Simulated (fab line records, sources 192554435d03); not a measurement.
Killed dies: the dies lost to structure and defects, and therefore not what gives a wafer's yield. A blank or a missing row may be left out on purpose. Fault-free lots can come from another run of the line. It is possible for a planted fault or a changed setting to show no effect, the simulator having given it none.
The tool behind it: which one? | flow n5-finfet | Sampling: 24 lots, 72 wafers, 6 of 1938 route steps

== WHAT EACH GAUGE READ, for each wafer ==
The record lacks any reading of a measuring or inspecting step that a usual standard deviation could be used to judge.

== WHICH TOOL RAN EACH LOT (tool, then ch and the chambers of the sampled wafers, then the start) ==
lot  | N5_BEOL_M1_ALD_98                 | N5_BEOL_M1_STRIP_36                | N5_BEOL_M1_ANNEAL_80         | N5_BEOL_M1_ANNEAL_95         | N5_BEOL_M1_PRE_CLEAN_60          | N5_BEOL_M2_DESCUM_16
L074 | ald-sin-01 ch 0,3, day 6 05:17    | rie-diel-01 ch 0,1, day 6 07:32    | pvd-sputter-03, day 6 09:05  | pvd-sputter-03, day 6 10:24  | cvd-co-01 ch 0,1, day 6 11:22    | rie-diel-05 ch 0,1,2, day 6 14:29
L075 | ald-sin-02 ch 1,2,3, day 6 08:27  | rie-diel-06 ch 0,2,3, day 6 10:38  | pvd-sputter-01, day 6 12:19  | pvd-sputter-01, day 6 13:38  | cvd-co-01 ch 0,1,2, day 6 14:37  | rie-diel-03 ch 0,2, day 6 16:10
L076 | ald-sin-02 ch 0,1, day 6 13:25    | rie-diel-06 ch 0,1, day 6 15:47    | pvd-sputter-02, day 6 17:03  | pvd-sputter-02, day 6 18:22  | cvd-co-02 ch 0,1, day 6 19:24    | rie-diel-03 ch 0,2,3, day 6 20:44
L077 | ald-sin-04 ch 0,1,2, day 6 21:30  | rie-diel-01 ch 1,2,3, day 7 00:43  | pvd-sputter-02, day 7 02:41  | pvd-sputter-02, day 7 04:01  | cvd-co-02 ch 0,2, day 7 05:16    | rie-diel-05 ch 1,2, day 7 07:32
L078 | ald-sin-04 ch 0,1,3, day 7 02:14  | rie-diel-06 ch 0,1,2, day 7 07:42  | pvd-sputter-01, day 7 09:26  | pvd-sputter-01, day 7 10:45  | cvd-co-01 ch 0,1,2, day 7 11:43  | rie-diel-04 ch 0,1, day 7 16:31
L080 | ald-sin-02 ch 0,2,3, day 7 11:09  | rie-diel-01 ch 0,1,3, day 7 15:59  | pvd-sputter-01, day 7 17:58  | pvd-sputter-01, day 7 19:17  | cvd-co-01 ch 1,2, day 7 20:19    | rie-diel-04 ch 0,1,3, day 7 23:32
L079 | ald-sin-02 ch 0,1,3, day 7 17:47  | rie-diel-01 ch 0,1, day 7 19:46    | pvd-sputter-03, day 7 22:35  | pvd-sputter-03, day 7 23:54  | cvd-co-02 ch 0,1,2, day 8 00:53  | rie-diel-03 ch 0,2, day 8 03:35
L081 | ald-sin-02 ch 0,3, day 7 21:31    | rie-diel-06 ch 1,3, day 8 00:02    | pvd-sputter-03, day 8 01:47  | pvd-sputter-03, day 8 03:06  | cvd-co-01 ch 1,2, day 8 04:05    | rie-diel-05 ch 1,2, day 8 06:52
L082 | ald-sin-02 ch 2,3, day 8 07:56    | rie-diel-01 ch 1,2,3, day 8 11:02  | pvd-sputter-01, day 8 13:13  | pvd-sputter-01, day 8 14:32  | cvd-co-01 ch 0,1,2, day 8 15:30  | rie-diel-03 ch 1,2,3, day 8 17:53
L083 | ald-sin-02 ch 1,2, day 8 12:37    | rie-diel-02 ch 0,2,3, day 8 13:07  | pvd-sputter-03, day 8 15:02  | pvd-sputter-03, day 8 16:22  | cvd-co-02 ch 0,2, day 8 17:19    | rie-diel-03 ch 0,1,3, day 8 19:10
L084 | ald-sin-04 ch 1,2,3, day 8 18:40  | rie-diel-06 ch 0,3, day 8 19:02    | pvd-sputter-02, day 8 20:18  | pvd-sputter-02, day 8 21:37  | cvd-co-02 ch 0,1,2, day 8 22:35  | rie-diel-03 ch 0,2,3, day 9 01:57
L085 | ald-sin-02 ch 1,2,3, day 9 00:46  | rie-diel-02 ch 0,2,3, day 9 05:16  | pvd-sputter-02, day 9 08:03  | pvd-sputter-02, day 9 09:22  | cvd-co-02 ch 0,1, day 9 10:22    | rie-diel-03 ch 0,1,2, day 9 13:30
L086 | ald-sin-04 ch 0,3, day 9 06:43    | rie-diel-06 ch 1,2,3, day 9 08:44  | pvd-sputter-02, day 9 10:53  | pvd-sputter-02, day 9 12:13  | cvd-co-01 ch 0,1, day 9 13:11    | rie-diel-04 ch 0,1,2, day 9 14:46
L087 | ald-sin-04 ch 0,2,3, day 9 11:10  | rie-diel-01 ch 0,1, day 9 12:13    | pvd-sputter-01, day 9 14:16  | pvd-sputter-01, day 9 15:35  | cvd-co-02 ch 1,2, day 9 16:34    | rie-diel-03 ch 1,2, day 9 18:07
L089 | ald-sin-04 ch 0,1,3, day 9 20:16  | rie-diel-06 ch 1,2,3, day 9 21:12  | pvd-sputter-01, day 9 22:49  | pvd-sputter-01, day 10 00:08 | cvd-co-02 ch 0,1,2, day 10 01:07 | rie-diel-03 ch 0,1,2, day 10 02:14
L088 | ald-sin-04 ch 1,3, day 9 23:01    | rie-diel-01 ch 0,1,3, day 10 08:20 | pvd-sputter-01, day 10 10:56 | pvd-sputter-01, day 10 12:15 | cvd-co-02 ch 0,2, day 10 13:13   | rie-diel-03 ch 1,2,3, day 10 17:00
L090 | ald-sin-01 ch 0,1,3, day 10 03:24 | rie-diel-06 ch 0,2,3, day 10 12:16 | pvd-sputter-02, day 10 13:47 | pvd-sputter-02, day 10 15:07 | cvd-co-02 ch 0,2, day 10 16:04   | rie-diel-03 ch 0,1,3, day 10 17:37
L091 | ald-sin-04 ch 0,2, day 10 14:30   | rie-diel-06 ch 0,2,3, day 10 15:20 | pvd-sputter-03, day 10 17:22 | pvd-sputter-03, day 10 18:41 | cvd-co-01 ch 0,1, day 10 19:40   | rie-diel-05 ch 2,3, day 10 22:14
L092 | ald-sin-04 ch 0,1, day 10 17:53   | rie-diel-06 ch 1,3, day 10 18:31   | pvd-sputter-01, day 10 19:56 | pvd-sputter-01, day 10 21:16 | cvd-co-02 ch 0,1, day 10 22:22   | rie-diel-04 ch 1,2,3, day 11 01:39
L093 | ald-sin-04 ch 0,2,3, day 10 19:20 | rie-diel-02 ch 0,2, day 10 21:11   | pvd-sputter-01, day 10 22:41 | pvd-sputter-01, day 11 00:00 | cvd-co-01 ch 0,1,2, day 11 00:58 | rie-diel-03 ch 0,1,3, day 11 02:27
L094 | ald-sin-02 ch 1,2,3, day 10 23:14 | rie-diel-02 ch 1,2,3, day 11 00:37 | pvd-sputter-03, day 11 02:14 | pvd-sputter-03, day 11 03:34 | cvd-co-02 ch 0,1,2, day 11 04:33 | rie-diel-05 ch 1,2,3, day 11 06:53
L095 | ald-sin-02 ch 0,1,3, day 11 05:47 | rie-diel-02 ch 1,2, day 11 07:06   | pvd-sputter-02, day 11 09:49 | pvd-sputter-02, day 11 11:08 | cvd-co-01 ch 0,2, day 11 12:17   | rie-diel-05 ch 0,1, day 11 14:23
L096 | ald-sin-01 ch 0,1, day 11 18:28   | rie-diel-01 ch 1,2,3, day 12 03:10 | pvd-sputter-02, day 12 06:31 | pvd-sputter-02, day 12 07:50 | cvd-co-02 ch 0,1,2, day 12 09:43 | rie-diel-03 ch 0,3, day 12 12:45
L097 | ald-sin-04 ch 2,3, day 11 20:19   | rie-diel-02 ch 0,1,3, day 12 02:42 | pvd-sputter-02, day 12 04:31 | pvd-sputter-02, day 12 05:50 | cvd-co-01 ch 1,2, day 12 06:52   | rie-diel-05 ch 0,2,3, day 12 08:48
- N5_BEOL_M1_ALD_98: deposits SiO2, target thk 2.5 nm, pulse time 1 s, co reactant pulse time 1 s.
- N5_BEOL_M1_STRIP_36: strips in N2/H2.
- N5_BEOL_M1_ANNEAL_80: time 240 s.
- N5_BEOL_M1_ANNEAL_95: time 240 s.
- N5_BEOL_M1_PRE_CLEAN_60: time 15 s.
- N5_BEOL_M2_DESCUM_16: chemistry O2, time 7 s.

== WHAT THE TOOLS THEMSELVES READ (means of the sampled wafers that have a number; where no wafer has one, the mark that the record gives instead) ==
N5_BEOL_M1_ALD_98.
lot  | tool       | heater-power-w (W) | precursor-pulse-height-rel
L074 | ald-sin-01 | 88                 | 0.990
L075 | ald-sin-02 | 80                 | 1.014
L076 | ald-sin-02 | 73                 | 0.991
L077 | ald-sin-04 | 82                 | 1.004
L078 | ald-sin-04 | 75                 | 1.013
L080 | ald-sin-02 | 84                 | 1.006
L079 | ald-sin-02 | 81                 | 0.999
L081 | ald-sin-02 | 82                 | 0.991
L082 | ald-sin-02 | 84                 | 1.009
L083 | ald-sin-02 | 76                 | 0.983
L084 | ald-sin-04 | 77                 | 1.006
L085 | ald-sin-02 | 81                 | 0.997
L086 | ald-sin-04 | 68                 | 1.034
L087 | ald-sin-04 | 74                 | 1.001
L089 | ald-sin-04 | 75                 | 0.998
L088 | ald-sin-04 | 70                 | 0.988
L090 | ald-sin-01 | 80                 | 1.008
L091 | ald-sin-04 | 77                 | 1.004
L092 | ald-sin-04 | 80                 | 1.013
L093 | ald-sin-04 | 73                 | 1.003
L094 | ald-sin-02 | 81                 | 1.008
L095 | ald-sin-02 | 81                 | 0.991
L096 | ald-sin-01 | 75                 | 0.985
L097 | ald-sin-04 | 69                 | 0.997

N5_BEOL_M1_STRIP_36.
lot  | tool        | drypump-motor-current-A (A) | h2-flow-sccm (sccm) | oes-product-au (a.u.) | rf-vpp-V (V) | showerhead-plenum-p-Torr (Torr) | throttle-valve-pct (%)
L074 | rie-diel-01 | 4.9                         | 199.3               | 0.75                  | 58.5         | 2.54                            | 23.65
L075 | rie-diel-06 | 5.4                         | 200.4               | 0.72                  | 58.2         | 2.46                            | 23.81
L076 | rie-diel-06 | 5.3                         | 199.3               | 0.76                  | 60.1         | 2.51                            | 23.95
L077 | rie-diel-01 | 5.6                         | 199.7               | 0.72                  | 60.1         | 2.56                            | 23.70
L078 | rie-diel-06 | 5.2                         | 200.0               | 0.76                  | 58.4         | 2.47                            | 23.75
L080 | rie-diel-01 | 5.3                         | 199.6               | 0.74                  | 57.8         | 2.50                            | 23.73
L079 | rie-diel-01 | 5.2                         | 199.9               | 0.76                  | 59.2         | 2.44                            | 23.57
L081 | rie-diel-06 | 5.4                         | 199.6               | 0.70                  | 58.5         | 2.41                            | 23.67
L082 | rie-diel-01 | 5.6                         | 199.9               | 0.71                  | 59.6         | 2.55                            | 23.74
L083 | rie-diel-02 | 5.4                         | 200.1               | 0.80                  | 60.8         | 2.55                            | 23.52
L084 | rie-diel-06 | 5.6                         | 200.4               | 0.72                  | 57.1         | 2.49                            | 24.04
L085 | rie-diel-02 | 5.4                         | 199.2               | 0.79                  | 58.7         | 2.55                            | 23.54
L086 | rie-diel-06 | 5.2                         | 200.1               | 0.72                  | 58.4         | 2.42                            | 23.61
L087 | rie-diel-01 | 4.9                         | 200.1               | 0.73                  | 57.4         | 2.53                            | 23.71
L089 | rie-diel-06 | 5.2                         | 200.1               | 0.72                  | 57.9         | 2.42                            | 23.62
L088 | rie-diel-01 | 5.3                         | 199.6               | 0.72                  | 57.3         | 2.49                            | 23.75
L090 | rie-diel-06 | 5.4                         | 199.9               | 0.71                  | 59.1         | 2.45                            | 23.84
L091 | rie-diel-06 | 5.4                         | 200.4               | 0.70                  | 57.8         | 2.45                            | 23.85
L092 | rie-diel-06 | 5.2                         | 200.4               | 0.72                  | 59.9         | 2.42                            | 23.63
L093 | rie-diel-02 | 5.2                         | 200.1               | 0.78                  | 59.6         | 2.51                            | 23.60
L094 | rie-diel-02 | 5.8                         | 200.0               | 0.75                  | 58.8         | 2.46                            | 23.59
L095 | rie-diel-02 | 5.5                         | 200.3               | 0.74                  | 58.5         | 2.42                            | 23.60
L096 | rie-diel-01 | 5.6                         | 200.2               | 0.79                  | 58.8         | 2.54                            | 23.62
L097 | rie-diel-02 | 5.8                         | 199.8               | 0.78                  | 58.7         | 2.55                            | 23.53

N5_BEOL_M1_ANNEAL_80.
lot  | tool           | heater-power-w (W)
L074 | pvd-sputter-03 | 779
L075 | pvd-sputter-01 | 843
L076 | pvd-sputter-02 | 762
L077 | pvd-sputter-02 | 887
L078 | pvd-sputter-01 | 807
L080 | pvd-sputter-01 | 823
L079 | pvd-sputter-03 | 911
L081 | pvd-sputter-03 | 944
L082 | pvd-sputter-01 | 802
L083 | pvd-sputter-03 | 857
L084 | pvd-sputter-02 | 746
L085 | pvd-sputter-02 | 829
L086 | pvd-sputter-02 | 836
L087 | pvd-sputter-01 | 822
L089 | pvd-sputter-01 | 829
L088 | pvd-sputter-01 | 778
L090 | pvd-sputter-02 | 779
L091 | pvd-sputter-03 | 984
L092 | pvd-sputter-01 | 841
L093 | pvd-sputter-01 | 823
L094 | pvd-sputter-03 | 946
L095 | pvd-sputter-02 | 799
L096 | pvd-sputter-02 | 800
L097 | pvd-sputter-02 | 821

N5_BEOL_M1_ANNEAL_95.
lot  | tool           | heater-power-w (W)
L074 | pvd-sputter-03 | 782
L075 | pvd-sputter-01 | 856
L076 | pvd-sputter-02 | 768
L077 | pvd-sputter-02 | 883
L078 | pvd-sputter-01 | 819
L080 | pvd-sputter-01 | 835
L079 | pvd-sputter-03 | 910
L081 | pvd-sputter-03 | 930
L082 | pvd-sputter-01 | 795
L083 | pvd-sputter-03 | 857
L084 | pvd-sputter-02 | 751
L085 | pvd-sputter-02 | 843
L086 | pvd-sputter-02 | 833
L087 | pvd-sputter-01 | 831
L089 | pvd-sputter-01 | 825
L088 | pvd-sputter-01 | 782
L090 | pvd-sputter-02 | 779
L091 | pvd-sputter-03 | 958
L092 | pvd-sputter-01 | 834
L093 | pvd-sputter-01 | 817
L094 | pvd-sputter-03 | 952
L095 | pvd-sputter-02 | 813
L096 | pvd-sputter-02 | 802
L097 | pvd-sputter-02 | 824

N5_BEOL_M1_PRE_CLEAN_60.
lot  | tool      | heater-power-w (W)
L074 | cvd-co-01 | 79
L075 | cvd-co-01 | 79
L076 | cvd-co-02 | 107
L077 | cvd-co-02 | 125
L078 | cvd-co-01 | 77
L080 | cvd-co-01 | 87
L079 | cvd-co-02 | 116
L081 | cvd-co-01 | 86
L082 | cvd-co-01 | 80
L083 | cvd-co-02 | 118
L084 | cvd-co-02 | 116
L085 | cvd-co-02 | 106
L086 | cvd-co-01 | 80
L087 | cvd-co-02 | 114
L089 | cvd-co-02 | 115
L088 | cvd-co-02 | 126
L090 | cvd-co-02 | 125
L091 | cvd-co-01 | 74
L092 | cvd-co-02 | 107
L093 | cvd-co-01 | 80
L094 | cvd-co-02 | 116
L095 | cvd-co-01 | 73
L096 | cvd-co-02 | 115
L097 | cvd-co-01 | 86

N5_BEOL_M2_DESCUM_16.
lot  | tool        | drypump-motor-current-A (A) | oes-product-au (a.u.) | rf-vpp-V (V) | showerhead-plenum-p-Torr (Torr) | throttle-valve-pct (%)
L074 | rie-diel-05 | 6.2                         | 0.79                  | 242.1        | 2.05                            | 20.35
L075 | rie-diel-03 | 5.6                         | 0.76                  | 244.6        | 2.14                            | 20.78
L076 | rie-diel-03 | 5.8                         | 0.79                  | 243.6        | 2.13                            | 20.58
L077 | rie-diel-05 | 6.3                         | 0.77                  | 242.6        | 2.04                            | 20.37
L078 | rie-diel-04 | 5.8                         | 0.70                  | 243.3        | 2.11                            | 20.46
L080 | rie-diel-04 | 5.9                         | 0.68                  | 242.4        | 2.07                            | 20.60
L079 | rie-diel-03 | 5.7                         | 0.80                  | 244.6        | 2.13                            | 20.71
L081 | rie-diel-05 | 6.2                         | 0.72                  | 242.5        | 2.05                            | 20.61
L082 | rie-diel-03 | 6.1                         | 0.80                  | 243.2        | 2.10                            | 20.59
L083 | rie-diel-03 | 6.2                         | 0.86                  | 243.1        | 2.09                            | 20.52
L084 | rie-diel-03 | 5.8                         | 0.78                  | 243.6        | 2.12                            | 20.62
L085 | rie-diel-03 | 5.9                         | 0.81                  | 243.1        | 2.10                            | 20.71
L086 | rie-diel-04 | 5.6                         | 0.87                  | 243.2        | 2.09                            | 20.20
L087 | rie-diel-03 | 6.2                         | 0.83                  | 243.3        | 2.08                            | 20.70
L089 | rie-diel-03 | 5.9                         | 0.81                  | 243.7        | 2.10                            | 20.73
L088 | rie-diel-03 | 6.1                         | 0.78                  | 242.2        | 2.10                            | 20.62
L090 | rie-diel-03 | 6.2                         | 0.83                  | 243.7        | 2.09                            | 20.52
L091 | rie-diel-05 | 6.3                         | 0.75                  | 243.0        | 2.06                            | 20.40
L092 | rie-diel-04 | 5.9                         | 0.84                  | 244.5        | 2.11                            | 20.33
L093 | rie-diel-03 | 6.2                         | 0.84                  | 243.1        | 2.08                            | 20.53
L094 | rie-diel-05 | 6.2                         | 0.78                  | 242.4        | 2.08                            | 20.51
L095 | rie-diel-05 | 6.1                         | 0.85                  | 241.5        | 2.05                            | 20.38
L096 | rie-diel-03 | 5.9                         | 0.79                  | 243.2        | 2.10                            | 20.58
L097 | rie-diel-05 | 6.2                         | 0.75                  | 243.5        | 2.06                            | 20.40

== THE ANSWER, worked out from the rows above alone ==
Rule: usual is defined by the lots themselves. The widest of any qualifying gaps counts: lots, ordered by their means at a reading, are off when they make up no more than a third of the lots, leave a main group of 4 or more, and stand apart from it by 3 or more times the standard deviation of that group's means. A main group is skipped when, at the precision printed for the reading in the tables above, its means are all equal. A lot without any number at a reading at which 4 lots or more have one is off too. All remaining lots with rows at the step are treated as sound. The gauges are gone through in route order, then the tools' own readings, and for those a lot's mean is taken as printed above. The first step at which some lot is off is used, and at that step the reading that is off furthest; a lot without a number counts as furthest.
Nothing can be told from this: no lot is off at any reading shown.

== WHAT WAS PUT IN BY THE SIMULATOR ==
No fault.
